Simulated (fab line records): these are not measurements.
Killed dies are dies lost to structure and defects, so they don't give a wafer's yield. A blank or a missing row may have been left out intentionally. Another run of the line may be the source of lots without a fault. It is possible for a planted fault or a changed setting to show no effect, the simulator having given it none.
One fault through the eyes of 3 desks | flow n5Finfet | only its own numbers are on each desk; what lay behind them is given at the end
Where a reading is given only as a bound, like >300, the bound stands for it, and a mean or a difference that rests on one is marked > or <: the true number lies beyond.

DESK OF THE TOOL OWNER: rieDiel-04
The tool's own readings at N5_DUMMY_GATE_STRIP_41 (strips in O2): means of the sampled wafers that have a number, for each lot that ran on this tool. Any lot whose mean is over 4 standard deviations away from the usual mean is out of limits and marked OUT; that distance is given in the brackets.
Columns: A = drypumpMotorCurrentA at N5_DUMMY_GATE_STRIP_41, usual 5.5 A; B = oesProductAu at N5_DUMMY_GATE_STRIP_41, usual 0.79 a.u.; C = rfVppV at N5_DUMMY_GATE_STRIP_41, usual 3.7 V; D = showerheadPlenumPTorr at N5_DUMMY_GATE_STRIP_41, usual 2.12 Torr; E = throttleValvePct at N5_DUMMY_GATE_STRIP_41, usual 16.75 %
lot  | first seen here | A   | B    | C   | D    | E
L228 | day 2 23:54     | 5.6 | 0.81 | 3.9 | 2.11 | 16.68
L234 | day 4 11:11     | 5.3 | 0.79 | 3.6 | 2.12 | 16.77
L237 | day 5 04:55     | 5.6 | 0.79 | 3.6 | 2.10 | 16.71
L246 | day 7 11:22     | 5.5 | 0.77 | 3.6 | 2.10 | 16.75
L248 | day 8 01:02     | 5.6 | 0.77 | 3.7 | 2.10 | 16.74
Finding of this desk: none of the 5 lots has anything out of limits.

THE DEFECT DESK
For each lot, the counts of the inspections along the route, averaged over the sampled wafers that have a number. Any lot whose mean is over 4 standard deviations away from the usual mean is out of limits and marked OUT; that distance is given in the brackets.
Columns: A = rawDefectCount at N5_DUMMY_GATE_INSPECT_27, usual 325; B = rawDefectCount at N5_SPACER0_INSPECT_04, usual 147; C = rawDefectCount at N5_SD_EPI_N_INSPECT_11, usual 2.1
lot  | first seen here | A   | B              | C
L228 | day 3 00:35     | 249 | 109            | 2.0
L231 | day 3 17:31     | 249 | 150            | 2.3
L232 | day 3 23:44     | 250 | 103            | 3.7
L234 | day 4 11:52     | 314 | 159            | 3.0
L237 | day 5 05:36     | 410 | 162            | 1.7
L241 | day 6 05:55     | 270 | 137            | 2.0
L246 | day 7 12:02     | 641 | 426 (+7.1) OUT | >101 (>+71) OUT
L248 | day 8 01:43     | 603 | 457 (+7.9) OUT | >103 (>+72) OUT
This desk finds L246, L248 out of limits, L246 being first, at day 7 12:38 (rawDefectCount at N5_SPACER0_INSPECT_04). L228, L231, L232, L234, L237, L241: within limits.

THE METROLOGY DESK
Lot by lot, what the gauges showed, no matter which tool ran the lot: averages of those sampled wafers that carry a number. Any lot whose mean is over 4 standard deviations away from the usual mean is out of limits and marked OUT; that distance is given in the brackets. 7 of its 11 readings are shown, namely those furthest out on some lot.
Columns: A = cdNm at N5_DUMMY_GATE_CD_MEAS_50, usual 13.9 nm; B = ION_N at N5_BEOL_M4_RC_MEAS_101, usual 679 uA/um; C = ION_P at N5_BEOL_M4_RC_MEAS_101, usual 465 uA/um; D = SS_N at N5_BEOL_M4_RC_MEAS_101, usual 72.0 mV/dec; E = SS_P at N5_BEOL_M4_RC_MEAS_101, usual 73.7 mV/dec; F = VT_N at N5_BEOL_M4_RC_MEAS_101, usual 248 mV; G = VT_P at N5_BEOL_M4_RC_MEAS_101, usual -249 mV
lot  | first seen here | A    | B   | C   | D    | E    | F   | G
L228 | day 2 23:49     | 13.9 | 672 | 461 | 71.9 | 73.5 | 251 | -248
L231 | day 3 16:29     | 13.8 | 664 | 458 | 71.4 | 72.7 | 252 | -251
L232 | day 3 22:57     | 13.7 | 691 | 471 | 72.1 | 73.9 | 245 | -246
L234 | day 4 11:05     | 13.9 | 681 | 465 | 72.0 | 74.2 | 249 | -248
L237 | day 5 04:49     | 13.3 | 684 | 468 | 72.2 | 73.9 | 248 | -245
L241 | day 6 05:08     | 14.5 | 693 | 479 | 71.5 | 73.0 | 247 | -245
L246 | day 7 11:16     | 14.4 | 677 | 465 | 71.3 | 73.8 | 248 | -248
L248 | day 8 00:57     | 13.9 | 678 | 464 | 72.5 | 73.7 | 249 | -249
Finding of this desk: none of the 8 lots has anything out of limits.

BROUGHT TOGETHER
The defect desk could have raised an alarm at day 7 12:38, on L246, L248.
The desk of the tool owner found nothing out of limits.
Nothing out of limits was seen by the metrology desk.
Tool owner's desk: L246, L248 on record, inside its limits.
The metrology desk holds a record of L246, L248, inside its limits.
Every lot named ran N5_DUMMY_GATE_STRIP_41 on rieDiel-04.

WHAT THE SIMULATOR PUT IN
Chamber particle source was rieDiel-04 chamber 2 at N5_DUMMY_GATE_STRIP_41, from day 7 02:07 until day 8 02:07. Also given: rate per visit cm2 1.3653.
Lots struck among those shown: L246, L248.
Hours from the fault's start to each desk's first reading out of limits: the defect desk, 11.
